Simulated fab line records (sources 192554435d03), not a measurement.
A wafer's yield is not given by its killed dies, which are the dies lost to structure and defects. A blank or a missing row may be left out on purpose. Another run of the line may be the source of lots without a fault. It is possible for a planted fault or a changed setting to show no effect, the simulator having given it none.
Matching of chambers / flow n5-finfet / N5_BEOL_M7_STRIP_67 on rie-diel-02: 4 sister chambers
The step strips in CF4. 4 wafers are shown with their chamber, then 7 later ones without.

## WAFERS WITH THEIR CHAMBER
wafer=L084.5; chamber=1; showerhead-plenum-p-Torr (Torr)=1.75
wafer=L086.6; chamber=3; showerhead-plenum-p-Torr (Torr)=1.84
wafer=L089.1; chamber=0; showerhead-plenum-p-Torr (Torr)=1.76
wafer=L089.3; chamber=2; showerhead-plenum-p-Torr (Torr)=1.76

## WAFERS WITHOUT THEIR CHAMBER
wafer=L089.6; showerhead-plenum-p-Torr (Torr)=1.76
wafer=L091.1; showerhead-plenum-p-Torr (Torr)=1.83
wafer=L091.2; showerhead-plenum-p-Torr (Torr)=1.76
wafer=L091.6; showerhead-plenum-p-Torr (Torr)=1.74
wafer=L095.1; showerhead-plenum-p-Torr (Torr)=1.83
wafer=L095.4; showerhead-plenum-p-Torr (Torr)=1.76
wafer=L095.5; showerhead-plenum-p-Torr (Torr)=1.74

## THE CHAMBER EACH PASSED THROUGH
wafer=L089.6; from the rows above=can't be placed: 0 or 2 or 1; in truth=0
wafer=L091.1; from the rows above=3; in truth=3
wafer=L091.2; from the rows above=can't be placed: 0 or 2 or 1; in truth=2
wafer=L091.6; from the rows above=can't be placed: 1 or 0 or 2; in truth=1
wafer=L095.1; from the rows above=3; in truth=3
wafer=L095.4; from the rows above=can't be placed: 0 or 2 or 1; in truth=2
wafer=L095.5; from the rows above=can't be placed: 1 or 0 or 2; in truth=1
Correct placement for 2 of the 7. Not placeable from these rows: 5 (in 5, the candidates include the true chamber). 0 placed wrongly.
How it was worked out, from the rows above alone: a wafer's distance from a chamber is the root of the sum, over the readings, of the square of ((its reading less the chamber's mean) divided by the reading's scatter). If the next closest chamber is less than 2 further off than the closest, the wafer can't be placed; otherwise it belongs to the closest. A chamber's mean is the mean of its shown wafers. The scatter: root of mean squared gap, hidden wafer to nearest shown wafer, with one shown wafer a chamber.
